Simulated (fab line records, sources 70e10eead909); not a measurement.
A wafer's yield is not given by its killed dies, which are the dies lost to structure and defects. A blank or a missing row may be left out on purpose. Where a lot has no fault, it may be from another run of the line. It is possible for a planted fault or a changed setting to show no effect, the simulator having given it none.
Matching of chambers    flow nand harc    cmp-01 running NHARC_A_M1_CMP_23: 4 sister chambers
The step polishes, t overpolish 20 s, target thk 154.34 nm. 8 wafers are shown with their chamber, then 9 later ones without.

== WAFERS PAIRED WITH THEIR CHAMBERS ==
wafer   chamber  motor current A (A)  time to endpoint s (s)
L075.5  1        14.0                 24
L079.1  1        13.7                 24
L083.1  2        13.1                 27
L083.5  0        11.7                 28
L083.6  3        13.5                 28
L088.1  3        13.0                 31
L088.4  2        12.6                 33
L088.6  0        11.3                 30

== WAFERS WITH NO CHAMBER GIVEN ==
wafer   motor current A (A)  time to endpoint s (s)
L089.3  12.8                 27
L089.4  13.2                 29
L089.6  12.6                 27
L092.1  12.2                 29
L092.4  13.1                 29
L092.5  12.5                 30
L093.1  12.3                 31
L093.2  13.9                 26
L093.5  13.2                 31

== WHICH CHAMBER EACH ONE RAN IN ==
wafer   from the rows above           in truth
L089.3  can't be placed: 2 or 3       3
L089.4  can't be placed: 3 or 2       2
L089.6  can't be placed: 2 or 3       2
L092.1  can't be placed: 2 or 0 or 3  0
L092.4  can't be placed: 3 or 2       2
L092.5  can't be placed: 2 or 3       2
L093.1  can't be placed: 2 or 0 or 3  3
L093.2  can't be placed: 1 or 3       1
L093.5  can't be placed: 3 or 2       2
Correct placement for 0 of the 9. Can't be placed from these rows: 9 (the true chamber is among the candidates in 9). Placed wrongly: 0.
How it was worked out, from the rows above alone: a wafer's distance from a chamber is the root of the sum, over the readings, of the square of ((its reading less the chamber's mean) divided by the reading's scatter). The wafer belongs to the nearest chamber; if the next one is less than 2 further off, it can't be placed. A chamber's mean is the mean of its shown wafers. The scatter: take each reading less its chamber's mean, square it, sum over the shown wafers, divide by the number of wafers less the number of chambers, and take the root.
